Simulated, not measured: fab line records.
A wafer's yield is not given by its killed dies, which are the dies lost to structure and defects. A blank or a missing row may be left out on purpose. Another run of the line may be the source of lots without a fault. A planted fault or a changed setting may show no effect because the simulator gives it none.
Split-lot trial || flow n5_finfet || 21 wafers read across 7 lots, on a route 1938 steps long

## ON THE SPLIT
At N5_BEOL_M3_COAT_62 (time 60 s, resist thk 12 nm), the setting spin_rpm was moved away from the recipe's 1500 rpm on 7 of the 21 wafers read, by -8.1% to +10.8%. This setting was run at the recipe's value on the other wafers.

## FROM THE SPLIT TO THE READING: what the file shows between them, 5 steps
- N5_BEOL_M3_COAT_05: resist thk 30 nm (also split here: spin_rpm)
- N5_BEOL_M3_EBR_07
- N5_BEOL_M3_SOFTBAKE_06: time 60 s
- N5_BEOL_M3_DESCUM_16: chemistry O2, time 7 s
- N5_BEOL_M3_ETCH_74: etches underlayer in N2/H2, target depth 6.5 nm, time 5.2 s

## THE READING
etch.depth_nm (the simulator's own value, which no gauge read), in nm, at N5_BEOL_M3_ETCH_63 (etches SiARC in CF4, target depth 15.6 nm, time 26 s). The file does not state a usual value for it. Average 12.02 nm, standard deviation 0.029 nm, over the 14 wafers here run with the recipe.

{"wafer": "L079.2", "tool, chamber at the split": "litho_track-04, 0", "spin_rpm as run, rpm": 1500, "against the recipe": "recipe", "etch.depth_nm, nm": 12.02, "against lot-mates on the recipe": "-"}
{"wafer": "L079.5", "tool, chamber at the split": "litho_track-04, 0", "spin_rpm as run, rpm": 1500, "against the recipe": "recipe", "etch.depth_nm, nm": 12.02, "against lot-mates on the recipe": "-"}
{"wafer": "L079.6", "tool, chamber at the split": "litho_track-04, 0", "spin_rpm as run, rpm": 1500, "against the recipe": "recipe", "etch.depth_nm, nm": 12.01, "against lot-mates on the recipe": "-"}
{"wafer": "L081.1", "tool, chamber at the split": "litho_track-04, 0", "spin_rpm as run, rpm": 1500, "against the recipe": "recipe", "etch.depth_nm, nm": 12, "against lot-mates on the recipe": "-"}
{"wafer": "L081.3", "tool, chamber at the split": "litho_track-04, 0", "spin_rpm as run, rpm": 1606, "against the recipe": "+7.1%", "etch.depth_nm, nm": 11.58, "against lot-mates on the recipe": -0.42}
{"wafer": "L081.5", "tool, chamber at the split": "litho_track-04, 0", "spin_rpm as run, rpm": 1606, "against the recipe": "+7.1%", "etch.depth_nm, nm": 11.58, "against lot-mates on the recipe": -0.42}
{"wafer": "L084.2", "tool, chamber at the split": "litho_track-03, 0", "spin_rpm as run, rpm": 1500, "against the recipe": "recipe", "etch.depth_nm, nm": 12.03, "against lot-mates on the recipe": "-"}
{"wafer": "L084.5", "tool, chamber at the split": "litho_track-03, 0", "spin_rpm as run, rpm": 1500, "against the recipe": "recipe", "etch.depth_nm, nm": 12.03, "against lot-mates on the recipe": "-"}
{"wafer": "L084.6", "tool, chamber at the split": "litho_track-03, 0", "spin_rpm as run, rpm": 1500, "against the recipe": "recipe", "etch.depth_nm, nm": 12.04, "against lot-mates on the recipe": "-"}
{"wafer": "L083.1", "tool, chamber at the split": "litho_track-03, 0", "spin_rpm as run, rpm": 1662, "against the recipe": "+10.8%", "etch.depth_nm, nm": 11.46, "against lot-mates on the recipe": -0.61}
{"wafer": "L083.3", "tool, chamber at the split": "litho_track-03, 0", "spin_rpm as run, rpm": 1662, "against the recipe": "+10.8%", "etch.depth_nm, nm": 11.49, "against lot-mates on the recipe": -0.58}
{"wafer": "L083.4", "tool, chamber at the split": "litho_track-03, 0", "spin_rpm as run, rpm": 1500, "against the recipe": "recipe", "etch.depth_nm, nm": 12.07, "against lot-mates on the recipe": "-"}
{"wafer": "L091.2", "tool, chamber at the split": "litho_track-03, 0", "spin_rpm as run, rpm": 1500, "against the recipe": "recipe", "etch.depth_nm, nm": 12.03, "against lot-mates on the recipe": "-"}
{"wafer": "L091.4", "tool, chamber at the split": "litho_track-03, 0", "spin_rpm as run, rpm": 1500, "against the recipe": "recipe", "etch.depth_nm, nm": 12, "against lot-mates on the recipe": "-"}
{"wafer": "L091.6", "tool, chamber at the split": "litho_track-03, 0", "spin_rpm as run, rpm": 1500, "against the recipe": "recipe", "etch.depth_nm, nm": 12, "against lot-mates on the recipe": "-"}
{"wafer": "L094.1", "tool, chamber at the split": "litho_track-04, 0", "spin_rpm as run, rpm": 1500, "against the recipe": "recipe", "etch.depth_nm, nm": 12.03, "against lot-mates on the recipe": "-"}
{"wafer": "L094.2", "tool, chamber at the split": "litho_track-04, 0", "spin_rpm as run, rpm": 1378, "against the recipe": "-8.1%", "etch.depth_nm, nm": 12.54, "against lot-mates on the recipe": "+0.53"}
{"wafer": "L094.3", "tool, chamber at the split": "litho_track-04, 0", "spin_rpm as run, rpm": 1500, "against the recipe": "recipe", "etch.depth_nm, nm": 11.99, "against lot-mates on the recipe": "-"}
{"wafer": "L095.1", "tool, chamber at the split": "litho_track-04, 0", "spin_rpm as run, rpm": 1650, "against the recipe": "+10.0%", "etch.depth_nm, nm": 11.43, "against lot-mates on the recipe": -0.51}
{"wafer": "L095.2", "tool, chamber at the split": "litho_track-04, 0", "spin_rpm as run, rpm": 1650, "against the recipe": "+10.0%", "etch.depth_nm, nm": 11.43, "against lot-mates on the recipe": -0.51}
{"wafer": "L095.3", "tool, chamber at the split": "litho_track-04, 0", "spin_rpm as run, rpm": 1500, "against the recipe": "recipe", "etch.depth_nm, nm": 11.94, "against lot-mates on the recipe": "-"}

FIT RESULTS
A straight line over all 21 wafers: etch.depth_nm changes by -0.0568 nm for each +1% of spin_rpm; r = -0.99; the points scatter about the line by 0.039 nm.
The same after taking each lot's own level away (the mean of its wafers on the recipe; 21 wafers): -0.0561 nm for each +1%; r = -1.00; scatter 0.026 nm.
Per that fit: largest spin_rpm move, reading shift of 0.61 nm.
Measured against the standard deviation above, the lots' own levels, which go from 11.940 to 12.070 nm, span 4.5 times it.
The two slopes are in agreement: the lot-to-lot level therefore moves the slope only a little.
Check: for one of the wafers moved furthest among these (+10.8%), held out of the fit, the line's prediction against its lot-mates is -0.596 nm. Against them it came out at -0.61 nm.

## OTHER SPLITS APPLIED TO THESE WAFERS
Other splits were also applied to these wafers ahead of the reading. Each is held against what the fit with the lots' levels taken away leaves over:
{"other split on the same wafers": "N5_BEOL_M1_COAT_61 spin_rpm", "wafers away from the commonest value": 6, "r with etch.depth_nm (lot level and that fit taken away)": -0.09}
{"other split on the same wafers": "N5_BEOL_M2_DEP_57 time_s", "wafers away from the commonest value": 5, "r with etch.depth_nm (lot level and that fit taken away)": -0.11}
{"other split on the same wafers": "N5_BEOL_M3_ILD_DEP_00 time_s", "wafers away from the commonest value": 8, "r with etch.depth_nm (lot level and that fit taken away)": -0.31}
{"other split on the same wafers": "N5_BEOL_M3_COAT_05 spin_rpm", "wafers away from the commonest value": 8, "r with etch.depth_nm (lot level and that fit taken away)": -0.10}

## THE WHOLE CHAIN: every reading that the file lists as answering this split, in the file's order
{"step": "N5_BEOL_M3_COAT_62", "what it does": "time 60 s, resist thk 12 nm", "reading": "SiARC_of_BEOL_M3_COAT_62.thk_nm (the simulator's own value, which no gauge read)", "change (the file's fit)": "-0.0607 nm for each +1% of the setting", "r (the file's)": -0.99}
{"step": "N5_BEOL_M3_ETCH_63", "what it does": "etches SiARC in CF4, target depth 15.6 nm, time 26 s", "reading": "etch.depth_nm (the simulator's own value, which no gauge read)", "change (the file's fit)": "-0.0564 nm for each +1% of the setting", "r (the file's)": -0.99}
{"step": "N5_BEOL_M3_ETCH_63", "what it does": "etches SiARC in CF4, target depth 15.6 nm, time 26 s", "reading": "CAR-EUV_of_BEOL_M3_COAT_05.thk_nm (the simulator's own value, which no gauge read)", "change (the file's fit)": "+0.0521 nm for each +1% of the setting, in a fit together with spin_rpm@BEOL_M3_COAT_05", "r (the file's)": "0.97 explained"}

## THE FILE'S OWN FIT
etch.depth_nm changes by -0.0564 nm for each +1% of spin_rpm, r = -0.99.
